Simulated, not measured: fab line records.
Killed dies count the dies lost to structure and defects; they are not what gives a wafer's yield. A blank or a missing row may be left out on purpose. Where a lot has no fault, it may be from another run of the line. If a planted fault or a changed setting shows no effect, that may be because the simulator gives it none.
Code-filled problem report in 8D (eight disciplines) form || flow nand_harc || the parts of the form that need people (team, actions taken, sign-off) are left out

== 1. WHAT IS WRONG ==
Mean of thk_nm at NHARC_A_ONON_D1_THK_MEAS_02: 1772 nm over 2 wafers from 1 lot, against 1002 nm (standard deviation 8.6) on wafers with no fault. Measured from the usual mean, that is +90 standard deviations.
The step: measures by ellipsometry.
Seen first at day 11 01:24 on film_metro-02, wafer L890.5. Wafers with a number at this step in the record: 39, from 13 lots. The rule behind "out" and "out of limits": a value lying over 4 standard deviations away from the usual mean. Any other wafer with a number is counted as sound.

== 2. WHAT IT IS, WHAT IT ISN'T ==
{"question": "which readings at this step", "is": "thk_nm", "is not": "-"}
{"question": "which lots", "is": "L890", "is not": "L883, L885, L886, L888, L891, L896, L897, L900, L901, L903, L905, L906"}
{"question": "which wafers of those lots", "is": "L890.5, L890.6", "is not": "L890.4"}
{"question": "read on which gauges", "is": "film_metro-02", "is not": "film_metro-01"}
{"question": "when", "is": "from day 11 01:24", "is not": "up to then (13 sound wafers); but 24 sound wafers of L891, L896, L897, L900, L901, L903, L905, L906 came after"}

== 3. THE SUSPECTS, EACH WITH WHAT RULES IT OUT ==
Counting: if a tool at a process step up to the reading ran every lot that is out, it stays a suspect. Sound lots after the first of them don't rule it out here, since some wafers of a struck lot are sound.
- ruled out: the gauge at NHARC_A_ONON_D1_THK_MEAS_02. All the wafers that are out were read on film_metro-02, but those of them that NHARC_END_SORT_01 has rows for are out there too, on other tools.
- rie_diel-13 at NHARC_A_ZERO_WELL_DESCUM_12 (chemistry O2, time 3 s): kept. It processed L890, the lot that is out, at day 10 01:58, and its most recent sound lot before then was L885 at day 7 11:49.
- pecvd_onon-03 at NHARC_A_ONON_D1_DEP_00 (target thk 1000 nm): kept. It processed L890, the lot that is out, at day 11 01:04, and its most recent sound lot before then was L888 at day 10 01:41.
- Within rie_diel-13 at NHARC_A_ZERO_WELL_DESCUM_12: the wafers that are out ran in chambers 0, 3; their sound lot-mates ran in chamber 2.
The count leaves pecvd_onon-03 at NHARC_A_ONON_D1_DEP_00 and rie_diel-13 at NHARC_A_ZERO_WELL_DESCUM_12.

== 4. THE CAUSE (what the simulator had put in) ==
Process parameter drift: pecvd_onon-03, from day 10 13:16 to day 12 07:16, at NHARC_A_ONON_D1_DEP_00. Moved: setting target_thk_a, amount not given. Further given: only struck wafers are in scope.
Counting left 2 suspects, and this tool is among them.

== 5. THE CHAIN OF EFFECTS, in route order ==
Each row: a reading whose mean over the struck wafers that have a number lies more than 3 standard deviations from the usual. Only readings for which the record gives a usual standard deviation are gone through. hours: the time from each lot's start at the first step in this table that gives one to its start at this step, as a median over the lots. sigmas: the change in usual standard deviations.
{"hours": 0, "step": "NHARC_A_ONON_D1_THK_MEAS_02", "reading": "thk_nm", "usual": "1002 nm", "on struck wafers": 1772, "change": "+770", "sigmas": "+90"}
{"hours": 402, "step": "NHARC_END_SORT_01", "reading": "killed_at_array", "usual": 59, "on struck wafers": 676, "change": "+616", "sigmas": "+29"}
{"hours": 402, "step": "NHARC_END_SORT_01", "reading": "killed_dies", "usual": 64, "on struck wafers": 677, "change": "+613", "sigmas": "+29"}

== 6. WHAT WOULD HAVE CAUGHT IT SOONER ==
12 hours passed between the start of the fault at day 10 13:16 and the first reading out of limits at a measuring or inspecting step in this record, taken at day 11 01:24.
Of the tool readings at NHARC_A_ONON_D1_DEP_00 for which the record gives a usual standard deviation, none was out on any struck wafer, so an alarm limit of 4 standard deviations on them would not have fired.
Lots out: 1; all had begun NHARC_A_ONON_D1_DEP_00 on pecvd_onon-03 by day 11 01:24. A hold on the tool at that time would have spared none of them.
